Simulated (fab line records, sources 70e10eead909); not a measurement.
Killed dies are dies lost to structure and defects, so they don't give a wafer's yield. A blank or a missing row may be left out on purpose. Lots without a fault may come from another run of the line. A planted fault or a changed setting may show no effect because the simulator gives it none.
Chamber matching | flow nand_harc | NHARC_A_CONTACT_ETCH_92 on rie_diel-08: 4 sister chambers
The step etches the open film in CH3F/O2, target depth 40 nm, time 85.7 s. 4 wafers are shown with their chamber, then 7 later ones without.

WAFERS WITH THEIR CHAMBER
wafer  | chamber | drypump_motor_current_A (A)
L823.3 | 3       | 5.4
L833.3 | 1       | 5.7
L834.1 | 0       | 6.8
L834.4 | 2       | 5.4

WAFERS WITHOUT THEIR CHAMBER
wafer  | drypump_motor_current_A (A)
L834.5 | 5.8
L836.1 | 5.4
L836.4 | 5.8
L836.5 | 6.8
L839.1 | 5.4
L839.2 | 5.8
L839.5 | 6.8

WHICH CHAMBER EACH WENT THROUGH
wafer  | from the rows above     | in truth
L834.5 | 1                       | 1
L836.1 | can't be placed: 2 or 3 | 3
L836.4 | 1                       | 1
L836.5 | 0                       | 0
L839.1 | can't be placed: 2 or 3 | 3
L839.2 | 1                       | 1
L839.5 | 0                       | 0
Placed correctly: 5 of 7. Can't be placed from these rows: 2 (the true chamber is among the candidates in 2). Placed wrongly: 0.
How it was worked out, from the rows above alone: a wafer's distance from a chamber is the root of the sum, over the readings, of the square of ((its reading less the chamber's mean) divided by the reading's scatter). The wafer belongs to the nearest chamber; if the next one is less than 2 further off, it can't be placed. A chamber's mean is the mean of its shown wafers. The scatter: with one shown wafer a chamber, the root of the mean of the squares of how far each hidden wafer lies from its nearest shown one.
